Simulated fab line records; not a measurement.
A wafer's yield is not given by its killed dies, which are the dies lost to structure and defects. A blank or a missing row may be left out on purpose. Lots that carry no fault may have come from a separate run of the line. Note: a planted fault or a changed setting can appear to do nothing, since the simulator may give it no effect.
Which tool is to blame?	flow n5 finfet	23 wafers from 8 lots sampled at 8 of the route's 1938 steps

WHAT EACH GAUGE READ, for each wafer
N5_BEOL_M0_SAQP_INSPECT_16: inspects for defects (brightfield).
lot	measured	on	raw defect count
L456	day 5 12:55	defect inspect-02	775 472 490
L457	day 5 18:55	defect inspect-01	663 767 471
L461	day 6 15:15	defect inspect-02	570 463 526
L467	day 8 04:38	defect inspect-02	2017 721 528
L473	day 9 18:13	defect inspect-02	489 472 330
L475	day 10 08:06	defect inspect-02	413 564
L478	day 11 06:03	defect inspect-02	1177 679 632
L479	day 11 10:19	defect inspect-02	309 400 462

N5_BEOL_M0_SAQP_INSPECT_42: inspects for defects (brightfield).
lot	measured	on	raw defect count
L456	day 5 18:25	defect inspect-02	580 316 349
L457	day 5 23:00	defect inspect-02	403 257 298
L461	day 6 19:40	defect inspect-01	229 300 265
L467	day 8 08:24	defect inspect-02	1675 394 213
L473	day 9 22:12	defect inspect-02	339 278 292
L475	day 10 12:34	defect inspect-02	325 360
L478	day 11 10:25	defect inspect-02	314 244 229
L479	day 11 15:47	defect inspect-02	172 275 149

N5_BEOL_M0_CUTY_INSPECT_59: inspects for defects (macro).
lot	measured	on	raw defect count
L456	day 5 19:56	defect inspect-01	2 2 1
L457	day 6 00:43	defect inspect-01	0 2 0
L461	day 6 21:13	defect inspect-02	3 2 3
L467	day 8 09:58	defect inspect-02	>300 0 2
L473	day 9 23:44	defect inspect-02	1 2 4
L475	day 10 13:58	defect inspect-02	2 2
L478	day 11 11:55	defect inspect-02	2 3 2
L479	day 11 17:11	defect inspect-01	1 1 2

N5_BEOL_M4_RC_MEAS_101.
lot	measured	on	DIBL_N (mV/V)	DIBL_P (mV/V)	IOFF_N (nA/um)	IOFF_P (nA/um)	ION_N (uA/um)	ION_P (uA/um)	SS_N (mV/dec)	SS_P (mV/dec)	VT_N (mV)	VT_P (mV)
L456	day 9 02:22	prober-02	36.8 34.5 35.9	36.2 33.7 34.8	0.19 0.15 0.18	0.25 0.22 0.22	686 673 683	468 466 469	71.4 71.3 71.5	74.0 73.4 73.4	246 252 245	-245 -247 -249
L457	day 10 01:57	prober-02	33.3 38.8 31.5	32.4 39.3 30.2	0.09 0.19 0.08	0.16 0.26 0.13	644 676 636	452 469 452	70.7 71.5 70.1	71.9 74.8 72.3	259 250 262	-254 -247 -256
L461	day 10 20:36	prober-02	34.7 36.8 32.4	35.1 38.1 33.0	0.13 0.17 0.10	0.16 0.21 0.15	675 687 657	459 468 460	70.9 71.0 70.7	73.1 73.9 71.7	255 249 254	-254 -252 -254
L467	day 12 11:43	prober-01	37.5 33.3 39.0	38.5 34.1 39.8	0.20 0.12 0.23	0.23 0.17 0.25	679 659 682	457 454 466	71.9 70.4 72.8	74.0 72.7 74.5	246 252 246	-251 -254 -247
L473	day 13 11:56	prober-01	37.2 33.4 35.6	36.8 33.5 34.8	0.19 0.13 0.16	0.27 0.20 0.23	692 670 662	484 467 469	72.1 70.7 71.8	74.2 73.6 73.9	245 251 249	-244 -249 -244
L475	day 14 05:31	prober-01	36.3 35.6	36.1 35.6	0.14 0.12	0.17 0.15	664 648	456 443	72.5 71.6	73.6 73.0	254 254	-256 -259
L478	day 15 03:29	prober-02	34.4 36.6 37.4	33.6 36.6 37.9	0.13 0.17 0.18	0.17 0.22 0.24	667 691 679	457 472 468	70.5 71.7 71.6	72.3 73.8 73.5	250 249 250	-251 -248 -246
L479	day 15 13:25	prober-01	34.9 37.3 35.3	36.2 38.6 35.4	0.12 0.16 0.13	0.17 0.21 0.16	664 671 666	459 469 453	71.3 71.8 71.5	73.3 74.0 72.8	257 252 255	-256 -251 -258

TOOL THAT RAN EACH LOT (tool first, then ch and the chambers of the sampled wafers, then the start)
lot	N5_BEOL_M0_SAQP_PECVD_97	N5_BEOL_M0_SAQP_PECVD_04	N5_BEOL_M0_SAQP_HM_DEP_111	N5_BEOL_M0_SAQP_HM_OPEN_112
L456	pecvd-01 ch 0,1,2, day 5 12:22	pecvd-01 ch 0,1,2, day 5 12:24	pecvd-04 ch 0,1, day 5 12:33	rie diel-06 ch 1,2,3, day 5 13:09
L457	pecvd-04 ch 0,2, day 5 18:22	pecvd-04 ch 0,2, day 5 18:25	pecvd-02 ch 0,1,2, day 5 18:32	rie diel-02 ch 1,2, day 5 19:16
L461	pecvd-01 ch 0,1,2, day 6 14:43	pecvd-01 ch 0,1,2, day 6 14:44	pecvd-04 ch 0,1, day 6 14:53	rie diel-03 ch 1,2,3, day 6 15:36
L467	pecvd-01 ch 0,1,2, day 8 03:58	pecvd-01 ch 0,1,2, day 8 04:01	pecvd-01 ch 0,1,2, day 8 04:08	rie diel-03 ch 0,1,2, day 8 04:52
L473	pecvd-02 ch 0,1, day 9 17:29	pecvd-02 ch 0,1, day 9 17:32	pecvd-04 ch 0,2, day 9 17:43	rie diel-03 ch 0,1,2, day 9 18:26
L475	pecvd-04 ch 2, day 10 07:24	pecvd-04 ch 2, day 10 07:26	pecvd-02 ch 0,1, day 10 07:36	rie diel-02 ch 2,3, day 10 08:20
L478	pecvd-01 ch 0,2, day 11 05:23	pecvd-01 ch 0,2, day 11 05:25	pecvd-04 ch 0,1,2, day 11 05:33	rie diel-06 ch 0,1,3, day 11 06:23
L479	pecvd-01 ch 0,1, day 11 09:46	pecvd-01 ch 0,1, day 11 09:49	pecvd-01 ch 0,1,2, day 11 09:56	rie diel-02 ch 1,2,3, day 11 10:32
- N5_BEOL_M0_SAQP_PECVD_97: deposits SiNx from SiH4/NH3/N2, target thk 23 nm, time 19.9 s.
- N5_BEOL_M0_SAQP_PECVD_04: deposits a-Si from SiH4/He, target thk 60 nm, time 60.2 s.
- N5_BEOL_M0_SAQP_HM_DEP_111: deposits SiO2 from SiH4/N2O, target thk 12 nm, time 7.2 s.
- N5_BEOL_M0_SAQP_HM_OPEN_112: chemistry CHF3/O2, target SiO2, stops on a-Si, target depth 12 nm, time 13.5 s.

WHAT THE TOOLS THEMSELVES READ (means of the sampled wafers that have a number; where no wafer has one, the mark that the record gives instead)
N5_BEOL_M0_SAQP_PECVD_97.
lot	tool	chamber pressure Torr (Torr)	heater power w (W)	showerhead plenum p Torr (Torr)	throttle valve pct (%)
L456	pecvd-01	1.501	531	5.14	40
L457	pecvd-04	1.503	589	5.10	39
L461	pecvd-01	1.502	517	5.14	40
L467	pecvd-01	1.500	534	5.13	40
L473	pecvd-02	1.499	640	5.17	41
L475	pecvd-04	1.498	547	5.00	39
L478	pecvd-01	1.500	545	5.12	41
L479	pecvd-01	1.500	528	5.12	41

N5_BEOL_M0_SAQP_PECVD_04.
lot	tool	chamber pressure Torr (Torr)	heater power w (W)	showerhead plenum p Torr (Torr)	throttle valve pct (%)
L456	pecvd-01	3.000	574	5.65	18.2
L457	pecvd-04	3.006	673	5.63	17.9
L461	pecvd-01	2.997	614	5.66	18.3
L467	pecvd-01	3.000	561	5.65	18.3
L473	pecvd-02	2.998	752	5.70	18.8
L475	pecvd-04	3.002	665	5.57	17.6
L478	pecvd-01	3.005	642	5.65	18.6
L479	pecvd-01	2.997	573	5.65	18.9

N5_BEOL_M0_SAQP_HM_DEP_111.
lot	tool	chamber pressure Torr (Torr)	heater power w (W)	showerhead plenum p Torr (Torr)
L456	pecvd-04	0.7500	807	8.27
L457	pecvd-02	0.7491	875	8.29
L461	pecvd-04	0.7467	798	8.26
L467	pecvd-01	0.7499	694	8.12
L473	pecvd-04	0.7507	818	8.06
L475	pecvd-02	0.7483	964	8.24
L478	pecvd-04	0.7495	824	8.16
L479	pecvd-01	0.7511	752	8.13

N5_BEOL_M0_SAQP_HM_OPEN_112.
lot	tool	drypump motor current A (A)	oes product au (a.u.)	rf vpp V (V)	showerhead plenum p Torr (Torr)	throttle valve pct (%)
L456	rie diel-06	5.7	0.53	525	2.37	18.90
L457	rie diel-02	5.5	0.55	524	2.50	18.65
L461	rie diel-03	5.6	0.49	528	2.47	18.97
L467	rie diel-03	5.9	0.51	532	2.45	18.83
L473	rie diel-03	6.0	0.50	531	2.45	18.86
L475	rie diel-02	5.6	0.48	510	2.33	18.91
L478	rie diel-06	5.6	0.52	526	2.40	18.83
L479	rie diel-02	5.6	0.50	518	2.40	18.82

THE ANSWER, worked out from the rows above alone
Rule: usual is defined by the lots themselves. Put in order of their means at a reading, lots are off if they are a third of the lots or fewer, leave a main group of 4 or more, and stand apart from it by a gap of 3 or more times the standard deviation of the main group's means; of several such gaps the widest counts. If all means in a main group match to the digits the tables above print for the reading, that group is not used. Also off: a lot with no number at a reading for which 4 or more lots have one. Any other lot the step has rows for is counted as sound. Order of review: gauges by route order, followed by the tools' own readings, for which a lot's mean as printed above is used. The first step at which some lot is off is used, and at that step the reading that is off furthest; a lot without a number counts as furthest.
Off: L467 (N5_BEOL_M0_SAQP_INSPECT_42, raw defect count). Mean 301 and standard deviation 64 in the main group.
A tool fits if, at a process step before that reading, it ran every lot that is off, and no sound lot after the first of them. The gauges at N5_BEOL_M0_SAQP_INSPECT_42 aren't tried: what is off there is off at N5_BEOL_M0_SAQP_HM_OPEN_112 too, on other tools, and a gauge's error can't cause that. None of those tried fits.

WHAT HAD BEEN PUT IN BY THE SIMULATOR
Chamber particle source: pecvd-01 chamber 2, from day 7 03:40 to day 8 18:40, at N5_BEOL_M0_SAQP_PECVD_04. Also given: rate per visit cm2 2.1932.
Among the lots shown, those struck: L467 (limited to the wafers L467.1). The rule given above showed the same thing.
